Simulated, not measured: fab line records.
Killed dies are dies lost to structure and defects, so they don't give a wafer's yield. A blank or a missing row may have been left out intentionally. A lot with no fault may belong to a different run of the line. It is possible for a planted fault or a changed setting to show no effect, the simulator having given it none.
Code-filled problem report in 8D (eight disciplines) form || flow nand-harc || the parts of the form that need people (team, actions taken, sign-off) are left out

## 1. PROBLEM STATEMENT
NHARC_A_WL_FILL_CMP_12, time-to-endpoint-s: mean 10.7 s over 1 wafer from 1 lot; wafers with no fault: 20.1 s, standard deviation 2.3. Measured from the usual mean, that is -4.1 standard deviations.
The step: polishes, t overpolish 30 s, target thk 100 nm.
First seen on wafer L103.3, day 25 06:56, on cmp-02. Wafers with a number at this step in the record: 36, from 12 lots. The rule behind "out" and "out of limits": a value lying over 4 standard deviations away from the usual mean. The other wafers with a number count as sound.

## 2. WHAT IT IS, AND WHAT IT ISN'T
{"question": "which readings at this step", "is": "time-to-endpoint-s", "is not": "motor-current-A, overpolish-run-s, slurry-filter-dp-kPa"}
{"question": "which lots", "is": "L103", "is not": "L104, L109, L111, L112, L113, L990, L991, L992, L993, L994, L995"}
{"question": "which wafers of those lots", "is": "L103.3", "is not": "L103.1, L103.2"}
{"question": "read on which tools", "is": "cmp-02", "is not": "cmp-01, cmp-03"}
{"question": "when", "is": "from day 25 06:56", "is not": "up to then (20 sound wafers); but 15 sound wafers of L104, L109, L111, L112, L113 came after"}

## 3. THE SUSPECTS, EACH WITH WHAT RULES IT OUT
Counting: any tool at a process step up to the reading remains a suspect provided it ran every lot that is out. Sound lots after the first of them don't rule it out here, since some wafers of a struck lot are sound.
- rie-diel-11 at NHARC_A_WL_FILL_STRIP_29 (strips in O2, time 20 s): kept. It ran the lot that is out, L103 (day 25 00:51); its last sound lot up to then is L992 (day 21 00:50).
- cvd-w-01 at NHARC_A_WL_FILL_CVD_20 (deposits W, target thk 100 nm, time 74 s): kept. It ran the lot that is out, L103 (day 25 06:46); its last sound lot up to then is L993 (day 22 08:50).
- cmp-02 at NHARC_A_WL_FILL_CMP_12 (polishes, t overpolish 30 s, target thk 100 nm): kept. It ran the lot that is out, L103 (day 25 06:56); its last sound lot up to then is L993 (day 22 09:01). Its own readings are out on those wafers: time-to-endpoint-s.
- In rie-diel-11 at NHARC_A_WL_FILL_STRIP_29, the wafers that are out were processed in chamber 1 and their sound lot-mates in chambers 0, 2.
- In cmp-02 at NHARC_A_WL_FILL_CMP_12, the wafers that are out were processed in chamber 2 and their sound lot-mates in chambers 0, 3.
After the count, these remain: rie-diel-11 at NHARC_A_WL_FILL_STRIP_29, cvd-w-01 at NHARC_A_WL_FILL_CVD_20 and cmp-02 at NHARC_A_WL_FILL_CMP_12.

## 4. THE CAUSE (what the simulator had put in)
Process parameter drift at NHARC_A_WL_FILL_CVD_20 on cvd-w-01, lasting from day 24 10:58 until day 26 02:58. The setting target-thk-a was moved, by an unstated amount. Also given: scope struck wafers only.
After counting, 3 suspects remain, this tool included.

## 5. THE CHAIN OF EFFECTS, in route order
Each row: a reading where the mean over the struck wafers with a number is more than 3 standard deviations away from the usual. Scope: only readings with a usual standard deviation given in the record; hours: median across lots of the time from each lot's start at the first step in this table that gives one to its start at this step; sigmas: change in usual standard deviations.
{"hours": 0, "step": "NHARC_A_WL_FILL_CMP_12", "reading": "time-to-endpoint-s", "usual": "20.1 s", "on struck wafers": 10.7, "change": -9.4, "sigmas": -4.1}
Its process steps:
- NHARC_A_WL_FILL_CMP_12: polishes, t overpolish 30 s, target thk 100 nm.

## 6. WHAT WOULD HAVE CAUGHT IT SOONER
First out-of-limits reading in this record: day 25 06:56, which is 20 hours after fault onset at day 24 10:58.
Tool readings at NHARC_A_WL_FILL_CVD_20 with a usual standard deviation given in the record: none out on any struck wafer, hence no alarm at a limit of 4 standard deviations on them.
Lots out: 1; all had begun NHARC_A_WL_FILL_CVD_20 on cvd-w-01 by day 25 06:56. Had the tool been put on hold then, not one of them would have been saved.
